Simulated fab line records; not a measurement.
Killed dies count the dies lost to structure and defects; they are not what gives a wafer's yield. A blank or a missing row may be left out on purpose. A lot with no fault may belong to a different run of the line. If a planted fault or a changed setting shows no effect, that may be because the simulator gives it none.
Matching of chambers | flow n5 finfet | N5_BEOL_M2_DESCUM_33 on rie diel-01: 4 sister chambers
The step chemistry O2, time 7 s. 4 wafers are shown with their chamber, then 12 later ones without.

## WAFERS, EACH WITH ITS CHAMBER
wafer  | chamber | throttle valve pct (%)
L086.5 | 1       | 20.06
L089.6 | 2       | 20.29
L091.5 | 3       | 20.39
L091.6 | 0       | 20.66

## WAFERS MISSING THEIR CHAMBER
wafer  | throttle valve pct (%)
L092.1 | 20.30
L092.2 | 20.40
L092.3 | 20.68
L094.2 | 20.10
L094.4 | 20.68
L094.6 | 20.30
L095.1 | 20.68
L095.2 | 20.31
L095.3 | 20.40
L095.4 | 20.10
L095.5 | 20.11
L095.6 | 20.31

## CHAMBER TAKEN BY EACH
wafer  | from the rows above | in truth
L092.1 | 2                   | 2
L092.2 | 3                   | 3
L092.3 | 0                   | 0
L094.2 | 1                   | 1
L094.4 | 0                   | 0
L094.6 | 2                   | 2
L095.1 | 0                   | 0
L095.2 | 2                   | 2
L095.3 | 3                   | 3
L095.4 | 1                   | 1
L095.5 | 1                   | 1
L095.6 | 2                   | 2
Placed correctly: 12 of 12. Left unplaced by these rows: 0. Placed wrongly: 0.
How it was worked out, from the rows above alone: a wafer's distance from a chamber is the root of the sum, over the readings, of the square of ((its reading less the chamber's mean) divided by the reading's scatter). The wafer belongs to the nearest chamber; if the next one is less than 2 further off, it can't be placed. Each chamber's mean is taken over the wafers shown for it. The scatter: with one shown wafer a chamber, the root of the mean of the squares of how far each hidden wafer lies from its nearest shown one.
